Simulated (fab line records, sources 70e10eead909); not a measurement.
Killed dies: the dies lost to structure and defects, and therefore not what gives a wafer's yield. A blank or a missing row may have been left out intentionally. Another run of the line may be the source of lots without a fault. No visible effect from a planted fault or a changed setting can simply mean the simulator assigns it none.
fab line records -- flow nand-harc -- part 1 of 2: steps 1 to 25 of 40
record lots=5, wafers=15, last-day=23
route steps=1159 shown A_CHANNEL_FILL_D1@503 A_STAIRCASE@519
lots with no fault: from the same line, run without faults
start-h: the number of hours between the record's first day and the start of the first shown wafer of the lot -- wait-h: time in hours since the lot's previous step -- " repeats the value in the row above -- L1.1+2: a single row standing in for several wafers -- - no value, or no start given -- * or withheld: withheld -- < > ~ a bound
route shown NAME@n: a module of which the file shows steps, and the number in the route of the first -- usual: average and standard deviation across the fault-free wafers -- same: alike in all rows -- chamber/n: place in a boat -- sites: each site's reading -- _std_site: the values' standard deviation -- _edge_site: inner sites' mean taken away from outer sites' mean -- radius-mm: how far each site lies from the wafer's centre -- mask NAME#n: copy n -- behind: the last tool/chamber to shape the wafer -- hold: why the lot went on hold/how many hours it stayed there/how the hold came to an end -- device: whichever transistor did not switch (one of n, p or np) -- end of line: tests run on the same wafers once the route is complete -- a step without rows: its recipe alone -- killed: dies lost to structure and defects at the first sort, not the wafer's yield -- map: dies across one wafer; x = killed, . = not, _ = none there
set.NAME: the setting the step ran with; set.NAME@STEP: the setting that earlier step ran with -- model.NAME: the simulator's own value behind a step, which no gauge read
a table for each step, a row for each wafer; lots at some steps of the route
services: a tool's chamber out of use, with start hour (start-h, from the record's first day; less than 0 if before it), hours out, and reason
## steps
# step NHARC_A_CHANNEL_FILL_D1_SRD_23
lot.wafer,tool,chamber,start-h,wait-h
L080.2+1+6,wet-bench-02,"5,6,1",241.47,0.0
L079.1+2+3,wet-bench-05,"5,6,7",-,-
L084.5+4+6,wet-bench-02,"4,5,6",264.03,0.0
L091.3+4+5,wet-bench-02,"6,1,3",313.47,0.0
L093.4+1+2,wet-bench-05,"5,7,1",318.74,0.0
# step NHARC_A_CHANNEL_FILL_D1_CVD_05
# recipe target-thk-a=50, temp-c=550, material=poly-Si
# usual zone-power-top-pct=15.2/0.8
lot.wafer,tool,chamber,start-h,wait-h,zone-power-top-pct
L079.1,lpcvd-poly-02,0,243.90,-,16.4
L079.2,lpcvd-poly-02,0,243.90,-,16.4
L079.3,lpcvd-poly-02,0,243.90,-,16.4
L080.1,lpcvd-poly-02,0,243.90,2.4,16.2
L080.2,lpcvd-poly-02,0,243.90,2.4,16.1
L080.6,lpcvd-poly-02,0,243.90,2.4,16.2
L084.4,lpcvd-poly-03,0,266.28,2.3,14.5
L084.5,lpcvd-poly-03,0,266.28,2.3,14.4
L084.6,lpcvd-poly-03,0,266.28,2.3,14.3
L091.3,lpcvd-poly-01,0,315.89,2.4,14.7
L091.4,lpcvd-poly-01,0,315.89,2.4,14.8
L091.5,lpcvd-poly-01,0,315.89,2.4,14.6
L093.1,lpcvd-poly-01,0,321.16,2.4,14.5
L093.2,lpcvd-poly-01,0,321.16,2.4,14.7
L093.4,lpcvd-poly-01,0,321.16,2.4,14.6
# step NHARC_A_CHANNEL_FILL_D1_ANNEAL_22
# recipe temp-c=620, time-s=7200
# usual zone-power-top-pct=20.3/2
lot.wafer,tool,chamber,start-h,wait-h,zone-power-top-pct
L079.1,furnace-03,0,249.25,3.5,19.1
L079.2,furnace-03,0,249.25,3.5,19.2
L079.3,furnace-03,0,249.25,3.5,19.3
L080.1,furnace-03,0,249.25,3.5,19.2
L080.2,furnace-03,0,249.25,3.5,19.3
L080.6,furnace-03,0,249.25,3.5,19.3
L084.4,furnace-03,0,271.63,3.5,19.1
L084.5,furnace-03,0,271.63,3.5,19.2
L084.6,furnace-03,0,271.63,3.5,18.8
L091.3,furnace-05,0,320.98,3.3,19.1
L091.4,furnace-05,0,320.98,3.3,19.3
L091.5,furnace-05,0,320.98,3.3,18.9
L093.1,furnace-03,0,326.56,3.5,19.3
L093.2,furnace-03,0,326.56,3.5,19.0
L093.4,furnace-03,0,326.56,3.5,19.3
# step NHARC_A_CHANNEL_FILL_D1_ALD_25
# recipe target-thk-a=600, pulse-time-s=10, ald-cycles=600, temp-c=300, material=SiOx
# usual heater-power-outer-w=262/29, heater-power-w=470/42, precursor-pulse-height-rel=1.001/0.019
lot.wafer,tool,chamber,start-h,wait-h,heater-power-outer-w,heater-power-w,precursor-pulse-height-rel
L080.2,ald-hk-01,0,253.29,0.1,302,521,1.001
L080.1,ald-hk-01,2,254.52,1.3,222,422,1.001
L080.6,ald-hk-01,0,255.75,2.5,306,515,1.014
L079.3,ald-hk-02,0,253.90,0.7,246,400,1.008
L079.1,ald-hk-02,1,253.90,0.7,260,483,1.030
L079.2,ald-hk-02,2,253.90,0.7,298,502,1.019
L084.4,ald-hk-01,2,276.93,1.3,223,431,1.000
L084.5,ald-hk-01,0,278.17,2.5,303,520,0.985
L084.6,ald-hk-01,1,278.17,2.5,246,472,1.037
L091.3,ald-hk-02,3,325.03,0.0,266,483,1.003
L091.4,ald-hk-02,2,326.92,1.9,298,504,0.997
L091.5,ald-hk-02,3,326.92,1.9,262,495,1.007
L093.4,ald-hk-01,0,330.62,0.1,298,510,1.027
L093.2,ald-hk-01,1,330.62,0.1,248,493,0.994
L093.1,ald-hk-01,3,332.45,1.9,251,454,1.007
# step NHARC_A_CHANNEL_FILL_D1_ETCHBACK_08
# recipe target-depth-a=2200, time-s=110, c4f8-flow-sccm=20, ar-flow-sccm=withheld, rf-w=600, bias-w=300, chemistry=C4F8
# usual oes-product-au=0.96/0.036, rf-fwd-power-W=596.9/1.9, rf-vpp-V=441.3/2.6
lot.wafer,tool,chamber,start-h,wait-h,oes-product-au,rf-fwd-power-W,rf-hours-counter-h,rf-vpp-V
L079.2,rie-diel-07,0,-,-,0.99,593.5,1,439.1
L079.1,rie-diel-07,1,-,-,1.01,594.3,1,441.1
L079.3,rie-diel-07,2,-,-,1.01,595.2,1,439.4
L080.1,rie-diel-12,1,-,-,0.98,594.4,9,437.3
L080.2,rie-diel-12,2,-,-,1.01,593.1,8,438.1
L080.6,rie-diel-12,2,-,-,1.01,595.4,-,439.1
L084.4,rie-diel-06,0,-,-,0.92,596.6,1,437.1
L084.6,rie-diel-06,0,-,-,0.93,594.0,-,438.3
L084.5,rie-diel-06,1,-,-,0.92,595.5,-,442.7
L091.4,rie-diel-07,1,-,-,1.01,596.9,3,440.1
L091.3,rie-diel-07,2,-,-,1.03,596.3,3,440.7
L091.5,rie-diel-07,0,-,-,0.98,597.1,-,438.9
L093.2,rie-diel-06,3,-,-,0.99,596.0,3,437.1
L093.1,rie-diel-06,1,-,-,0.99,596.8,3,441.4
L093.4,rie-diel-06,3,-,-,0.99,597.5,-,439.4
# step NHARC_A_CHANNEL_FILL_D1_STRIP_29
# recipe time-s=20, o2-flow-sccm=500, ar-flow-sccm=0, bias-w=0, chemistry=O2
# usual drypump-motor-current-A=5.9/0.42, oes-product-au=0.998/0.012, rf-vpp-V=57.8/0.84, showerhead-plenum-p-Torr=3.54/0.14, throttle-valve-pct=17.037/0.0082
lot.wafer,tool,chamber,start-h,wait-h,drypump-motor-current-A,oes-product-au,rf-hours-counter-h,rf-vpp-V,showerhead-plenum-p-Torr,throttle-valve-pct
L079.2,rie-diel-07,0,259.00,0.2,5.2,0.983,1,59.2,3.49,17.039
L079.3,rie-diel-07,1,259.00,0.2,6.3,1.013,1,55.9,3.53,17.046
L079.1,rie-diel-07,2,259.00,0.2,5.8,1.012,1,58.0,3.50,17.031
L080.2,rie-diel-12,1,-,-,5.5,0.977,9,58.5,3.37,17.050
L080.1,rie-diel-12,2,-,-,5.7,1.013,9,58.1,3.45,17.040
L080.6,rie-diel-12,2,-,-,5.7,1.014,-,56.5,3.45,17.030
L084.4,rie-diel-06,1,-,-,6.1,0.973,1,57.3,3.62,17.032
L084.5,rie-diel-06,3,-,-,6.4,0.994,-,57.8,3.41,17.021
L084.6,rie-diel-06,0,-,-,5.4,0.991,-,56.9,3.37,17.039
L091.3,rie-diel-07,0,-,-,5.2,0.971,2,58.8,3.48,17.039
L091.4,rie-diel-07,1,-,-,6.3,1.012,3,57.8,3.53,17.038
L091.5,rie-diel-07,3,-,-,6.5,1.004,-,59.1,3.67,17.053
L093.2,rie-diel-06,2,336.32,0.2,5.8,1.007,3,57.2,3.79,17.039
L093.1,rie-diel-06,1,336.32,0.2,6.0,0.986,3,56.9,3.62,17.042
L093.4,rie-diel-06,1,336.32,0.2,6.0,0.992,-,58.6,3.62,17.027
# step NHARC_A_CHANNEL_FILL_D1_PRECLEAN_30
# recipe time-s=30, chemistry=dHF
lot.wafer,tool,chamber,start-h,wait-h
L079.3+2+1,wet-bench-05,"0,2,3",259.11,-
L080.6+1+2,wet-bench-06,"1,4,6",259.15,-
L084.6+4+5,wet-bench-05,"6,0,1",281.52,-
L091.4+5+3,wet-bench-06,"1,2,4",330.90,-
L093.1+4+2,wet-bench-02,"4,5,0",336.42,-
# step NHARC_A_CHANNEL_FILL_D1_SRD_31
lot.wafer,tool,chamber,start-h,wait-h
L079.3+2+1,wet-bench-05,"0,2,3",259.13,0.0
L080.6+1+2,wet-bench-06,"1,4,6",259.17,0.0
L084.6+4+5,wet-bench-05,"6,0,1",281.54,0.0
L091.4+5+3,wet-bench-06,"1,2,4",330.93,0.0
L093.1+4+2,wet-bench-02,"4,5,0",336.45,0.0
# step NHARC_A_CHANNEL_FILL_D1_CVD_09
# recipe target-thk-a=1500, temp-c=620, pressure-mtorr=200, time-s=3000, material=poly-Si
# usual zone-power-top-pct=17.2/0.56
lot.wafer,tool,chamber,start-h,wait-h,zone-power-top-pct
L079.1,lpcvd-poly-01,0,261.56,2.4,17.1
L079.2,lpcvd-poly-01,0,261.56,2.4,16.9
L079.3,lpcvd-poly-01,0,261.56,2.4,16.8
L080.1,lpcvd-poly-01,0,261.56,2.4,17.4
L080.2,lpcvd-poly-01,0,261.56,2.4,17.0
L080.6,lpcvd-poly-01,0,261.56,2.4,17.2
L084.4,lpcvd-poly-03,0,283.79,2.2,17.4
L084.5,lpcvd-poly-03,0,283.79,2.2,16.9
L084.6,lpcvd-poly-03,0,283.79,2.2,16.9
L091.3,lpcvd-poly-03,0,333.10,2.2,17.2
L091.4,lpcvd-poly-03,0,333.10,2.2,17.2
L091.5,lpcvd-poly-03,0,333.10,2.2,17.3
L093.1,lpcvd-poly-03,0,338.71,2.3,17.1
L093.2,lpcvd-poly-03,0,338.71,2.3,17.1
L093.4,lpcvd-poly-03,0,338.71,2.3,16.7
# step NHARC_A_CHANNEL_FILL_D1_CMP_10
# recipe target-thk-nm=150
# usual motor-current-A=11.2/0.82, time-to-endpoint-s=15/3.2
lot.wafer,tool,chamber,start-h,wait-h,motor-current-A,time-to-endpoint-s
L079.2,cmp-03,1,264.74,0.4,10.9,18
L079.1,cmp-03,2,264.74,0.4,11.3,11
L079.3,cmp-03,3,264.74,0.4,10.8,11
L080.2,cmp-04,1,264.77,0.4,10.2,15
L080.1,cmp-04,2,264.77,0.4,10.6,17
L080.6,cmp-04,0,264.77,0.4,12.0,10
L084.4,cmp-03,2,286.95,0.4,11.1,16
L084.5,cmp-03,0,286.95,0.4,12.4,17
L084.6,cmp-03,1,286.95,0.4,11.3,19
L091.4,cmp-04,0,336.28,0.4,12.2,9
L091.3,cmp-04,2,336.28,0.4,10.2,21
L091.5,cmp-04,0,336.28,0.4,12.6,12
L093.4,cmp-03,3,341.88,0.4,10.4,12
L093.1,cmp-03,0,341.88,0.4,12.4,17
L093.2,cmp-03,1,341.88,0.4,11.4,20
# step NHARC_A_CHANNEL_FILL_D1_SRD_12
lot.wafer,tool,chamber,start-h,wait-h
L079.2+3+1,wet-bench-06,"3,4,7",265.05,0.0
L080.1+2+6,wet-bench-02,"3,4,6",265.05,0.0
L084.6+4+5,wet-bench-06,"7,0,3",287.20,0.0
L091.3+4+5,wet-bench-06,"3,4,5",336.58,0.0
L093.1+2+4,wet-bench-06,"3,4,5",342.17,0.0
# step NHARC_A_CHANNEL_FILL_D1_RTA_24
# recipe temp-c=1000, time-s=5
# usual lamp-power-pct=30.00/0.29, wafer_temp_C_max=1004.3/1
lot.wafer,tool,chamber,start-h,wait-h,lamp-power-pct,wafer_temp_C_max
L079.1,rtp-anneal-01,0,265.48,0.4,30.29,1005.3
L079.2,rtp-anneal-01,0,265.48,0.4,30.25,1004.8
L079.3,rtp-anneal-01,0,265.48,0.4,30.26,1004.7
L080.1,rtp-anneal-02,0,265.61,0.5,29.60,1003.9
L080.2,rtp-anneal-02,0,265.61,0.5,29.66,1003.2
L080.6,rtp-anneal-02,0,265.61,0.5,29.64,1003.8
L084.4,rtp-anneal-01,0,287.40,0.1,30.20,1004.2
L084.5,rtp-anneal-01,0,287.40,0.1,30.20,1005.6
L084.6,rtp-anneal-01,0,287.40,0.1,30.21,1004.9
L091.3,rtp-anneal-01,0,336.75,0.1,30.24,1008.3
L091.4,rtp-anneal-01,0,336.75,0.1,30.23,1005.0
L091.5,rtp-anneal-01,0,336.75,0.1,30.27,1005.3
L093.1,rtp-anneal-01,0,342.40,0.1,30.27,1005.5
L093.2,rtp-anneal-01,0,342.40,0.1,30.27,1003.2
L093.4,rtp-anneal-01,0,342.40,0.1,30.29,1004.9
# step NHARC_A_CHANNEL_FILL_D1_INSPECT_13
# usual raw-defect-count=347/140
lot.wafer,tool,chamber,start-h,wait-h,raw-defect-count
L079.1,defect-inspect-01,-,265.68,0.2,352
L079.2,defect-inspect-01,-,265.68,0.2,481
L079.3,defect-inspect-01,-,265.68,0.2,405
L080.1,defect-inspect-01,-,265.98,0.3,133
L080.2,defect-inspect-01,-,265.98,0.3,223
L080.6,defect-inspect-01,-,265.98,0.3,130
L084.4,defect-inspect-01,-,287.51,0.1,222
L084.5,defect-inspect-01,-,287.51,0.1,285
L084.6,defect-inspect-01,-,287.51,0.1,375
L091.3,defect-inspect-01,-,336.90,0.1,447
L091.4,defect-inspect-01,-,336.90,0.1,473
L091.5,defect-inspect-01,-,336.90,0.1,529
L093.1,defect-inspect-02,-,342.60,0.2,201
L093.2,defect-inspect-02,-,342.60,0.2,630
L093.4,defect-inspect-02,-,342.60,0.2,153
# step NHARC_A_STAIRCASE_DEP_156
# recipe target-thk-a=500, temp-c=400, target-thk-nm=50, flow-sccm=200, rf-w=450, material=SiNx
# usual heater-power-outer-w=462/61, heater-power-w=783/95, rf-fwd-power-W=448.3/1.4
lot.wafer,tool,chamber,start-h,wait-h,heater-power-outer-w,heater-power-w,rf-fwd-power-W
L079.2,pecvd-02,0,265.74,0.1,481,871,447.2
L079.1,pecvd-02,1,265.74,0.1,518,859,451.5
L079.3,pecvd-02,2,265.74,0.1,389,690,449.2
L080.2,pecvd-03,0,266.04,0.1,435,757,449.6
L080.1,pecvd-03,2,266.04,0.1,391,651,449.6
L080.6,pecvd-03,2,266.04,0.1,404,644,448.6
L084.4,pecvd-04,0,287.67,0.2,441,782,449.8
L084.5,pecvd-04,1,287.67,0.2,523,888,448.7
L084.6,pecvd-04,2,287.67,0.2,488,804,450.1
L091.3,pecvd-03,0,336.99,0.1,477,791,449.1
L091.5,pecvd-03,0,336.99,0.1,467,765,448.8
L091.4,pecvd-03,1,336.99,0.1,434,773,448.2
L093.1,pecvd-03,2,342.67,0.1,434,692,447.8
L093.2,pecvd-03,0,342.67,0.1,529,857,445.9
L093.4,pecvd-03,1,342.67,0.1,381,691,449.3
# step NHARC_A_STAIRCASE_DEHYDRATE_158
# recipe temp-c=150, time-s=120
lot.wafer,tool,chamber,start-h,wait-h
L079.1+2+3,litho-track-05,0,266.01,0.2
L080.1+2+6,litho-track-07,0,266.32,0.2
L084.4+5+6,litho-track-07,0,287.86,0.2
L091.3+4+5,litho-track-03,0,337.23,0.2
L093.1+2+4,litho-track-05,0,342.94,0.2
# step NHARC_A_STAIRCASE_HMDS_159
# recipe time-s=30
lot.wafer,tool,chamber,start-h,wait-h
L079.1+2+3,litho-track-05,0,-,-
L080.1+2+6,litho-track-07,0,-,-
L084.4+5+6,litho-track-07,0,-,-
L091.3+4+5,litho-track-03,0,-,-
L093.1+2+4,litho-track-05,0,-,-
# step NHARC_A_STAIRCASE_COAT_160
# recipe spin-rpm=1200
lot.wafer,tool,chamber,start-h,wait-h
L079.1+2+3,litho-track-05,0,-,-
L080.1+2+6,litho-track-07,0,-,-
L084.4+5+6,litho-track-07,0,-,-
L091.3+4+5,litho-track-03,0,-,-
L093.1+2+4,litho-track-05,0,-,-
# step NHARC_A_STAIRCASE_SOFTBAKE_161
# recipe temp-c=135, time-s=170
lot.wafer,tool,chamber,start-h,wait-h
L079.1+2+3,litho-track-05,0,-,-
L080.1+2+6,litho-track-07,0,-,-
L084.4+5+6,litho-track-07,0,-,-
L091.3+4+5,litho-track-03,0,-,-
L093.1+2+4,litho-track-05,0,-,-
# step NHARC_A_STAIRCASE_EBR_162
lot.wafer,tool,chamber,start-h,wait-h
L079.1+2+3,litho-track-05,0,-,-
L080.1+2+6,litho-track-07,0,-,-
L084.4+5+6,litho-track-07,0,-,-
L091.3+4+5,litho-track-03,0,-,-
L093.1+2+4,litho-track-05,0,-,-
# step NHARC_A_STAIRCASE_EXPOSE_163
# recipe na=0.5, dose-mj=20.01, mask-id=STAIR_OPEN
# usual exposure-dose-mJ-cm2=20.004/0.019
lot.wafer,tool,chamber,start-h,wait-h,mask,exposure-dose-mJ-cm2
L079.1,krf-scanner-02,0,266.22,-,STAIR_OPEN#0,20.035
L079.2,krf-scanner-02,0,266.22,-,STAIR_OPEN#0,20.017
L079.3,krf-scanner-02,0,266.22,-,STAIR_OPEN#0,20.003
L080.1,krf-scanner-03,0,266.66,-,STAIR_OPEN#0,19.999
L080.2,krf-scanner-03,0,266.66,-,STAIR_OPEN#0,20.023
L080.6,krf-scanner-03,0,266.66,-,STAIR_OPEN#0,19.993
L084.4,krf-scanner-03,0,288.20,-,STAIR_OPEN#0,20.002
L084.5,krf-scanner-03,0,288.20,-,STAIR_OPEN#0,20.022
L084.6,krf-scanner-03,0,288.20,-,STAIR_OPEN#0,20.029
L091.3,krf-scanner-03,0,337.58,-,STAIR_OPEN#0,20.001
L091.4,krf-scanner-03,0,337.58,-,STAIR_OPEN#0,20.045
L091.5,krf-scanner-03,0,337.58,-,STAIR_OPEN#0,20.025
L093.1,krf-scanner-01,0,343.14,-,STAIR_OPEN#0,19.995
L093.2,krf-scanner-01,0,343.14,-,STAIR_OPEN#0,20.029
L093.4,krf-scanner-01,0,343.14,-,STAIR_OPEN#0,20.021
# step NHARC_A_STAIRCASE_PEB_164
# recipe peb-temp-c=115, peb-time-s=130
lot.wafer,tool,chamber,start-h,wait-h
L079.1+2+3,litho-track-03,0,266.29,0.1
L080.1+2+6,litho-track-07,0,266.72,0.1
L084.4+5+6,litho-track-05,0,288.26,0.0
L091.3+4+5,litho-track-03,0,337.64,0.1
L093.1+2+4,litho-track-05,0,343.21,0.1
# step NHARC_A_STAIRCASE_DEVELOP_165
# recipe time-s=140
lot.wafer,tool,chamber,start-h,wait-h
L079.1+2+3,litho-track-03,0,-,-
L080.1+2+6,litho-track-07,0,-,-
L084.4+5+6,litho-track-05,0,-,-
L091.3+4+5,litho-track-03,0,-,-
L093.1+2+4,litho-track-05,0,-,-
# step NHARC_A_STAIRCASE_HARDBAKE_167
# recipe temp-c=120, time-s=140
lot.wafer,tool,chamber,start-h,wait-h
L079.1+2+3,litho-track-07,0,266.51,-
L080.1+2+6,litho-track-03,0,266.94,-
L084.4+5+6,litho-track-03,0,288.49,-
L091.3+4+5,litho-track-03,0,337.88,-
L093.1+2+4,litho-track-05,0,343.43,-
# step NHARC_A_STAIRCASE_DESCUM_168
# recipe time-s=3, o2-flow-sccm=200, ar-flow-sccm=0, bias-power-w=0, chemistry=O2
# usual drypump-motor-current-A=5.8/0.44, oes-product-au=1.000/0.014, rf-vpp-V=57.7/0.94, showerhead-plenum-p-Torr=1.90/0.096, throttle-valve-pct=11.310/0.0098
lot.wafer,tool,chamber,start-h,wait-h,drypump-motor-current-A,oes-product-au,rf-hours-counter-h,rf-vpp-V,showerhead-plenum-p-Torr,throttle-valve-pct
L079.2,rie-diel-10,2,266.61,-,5.6,1.012,37,56.4,1.85,11.288
L079.3,rie-diel-10,3,266.61,-,6.0,0.996,40,59.3,1.97,11.300
L079.1,rie-diel-10,0,266.61,-,6.2,0.998,6,59.8,2.03,11.306
L080.2,rie-diel-10,1,267.05,-,6.3,1.000,39,55.9,1.76,11.299
L080.1,rie-diel-10,2,267.05,-,5.6,1.004,37,57.9,1.85,11.310
L080.6,rie-diel-10,0,267.05,-,6.3,0.986,-,58.1,2.03,11.303
L084.4,rie-diel-10,0,288.62,-,6.3,1.010,15,58.2,2.03,11.320
L084.5,rie-diel-10,1,288.62,-,6.3,0.981,-,57.6,1.76,11.314
L084.6,rie-diel-10,2,288.62,-,5.6,1.014,-,58.1,1.85,11.314
L091.4,rie-diel-11,0,337.97,-,6.1,1.004,57,58.3,1.93,11.307
L091.3,rie-diel-11,1,337.97,-,5.2,0.974,58,56.7,1.79,11.307
L091.5,rie-diel-11,3,337.97,-,5.9,1.010,-,58.0,1.88,11.304
L093.1,rie-diel-10,1,343.52,-,6.3,1.004,63,57.0,2.08,11.314
L093.4,rie-diel-10,3,343.52,-,6.0,0.990,68,56.2,1.96,11.301
L093.2,rie-diel-10,0,343.52,-,6.3,0.989,33,58.6,2.02,11.322
# step NHARC_A_STAIRCASE_ETCH_169
# recipe target-depth-a=500, time-s=107.1, ion-energy-ev=120, ch3f-flow-sccm=50, o2-flow-sccm=30, ar-flow-sccm=200, rf-w=500, bias-w=100, chemistry=CH3F/O2
# usual drypump-motor-current-A=5.8/0.43, oes-product-au=0.955/0.021, rf-fwd-power-W=496.9/1.8, rf-vpp-V=244.3/1.7, showerhead-plenum-p-Torr=2.45/0.12, throttle-valve-pct=20.663/0.0094
lot.wafer,tool,chamber,start-h,wait-h,drypump-motor-current-A,oes-product-au,rf-fwd-power-W,rf-hours-counter-h,rf-vpp-V,showerhead-plenum-p-Torr,throttle-valve-pct
L079.1,rie-diel-10,3,266.68,0.1,6.0,0.973,495.7,40,244.9,2.52,20.668
L079.2,rie-diel-10,0,266.68,0.1,6.3,0.972,496.6,6,247.0,2.60,20.663
L079.3,rie-diel-10,1,266.68,0.1,6.3,0.967,498.0,39,242.6,2.27,20.672
L080.2,rie-diel-10,0,267.12,0.1,6.3,0.958,499.0,6,244.4,2.60,20.661
L080.1,rie-diel-10,3,267.12,0.1,6.0,0.957,494.8,40,246.3,2.52,20.673
L080.6,rie-diel-10,1,267.12,0.1,6.3,0.982,495.0,-,242.4,2.27,20.657
L084.4,rie-diel-10,3,288.73,0.1,6.0,0.933,494.5,48,245.5,2.52,20.667
L084.5,rie-diel-10,1,288.73,0.1,6.3,0.937,499.0,-,241.9,2.27,20.661
L084.6,rie-diel-10,2,288.73,0.1,5.6,0.959,497.9,-,241.2,2.38,20.657
L091.3,rie-diel-11,1,338.06,0.1,5.2,0.905,495.9,58,243.0,2.30,20.660
L091.4,rie-diel-11,2,338.06,0.1,6.5,0.965,494.6,31,245.7,2.48,20.652
L091.5,rie-diel-11,3,338.06,0.1,5.9,0.926,499.3,-,243.4,2.42,20.669
L093.4,rie-diel-10,2,343.60,0.1,5.6,0.941,496.6,65,242.3,2.37,20.672
L093.2,rie-diel-10,0,343.60,0.1,6.2,0.987,500.6,33,246.7,2.59,20.666
L093.1,rie-diel-10,1,343.60,0.1,6.3,0.938,498.8,63,246.2,2.66,20.668
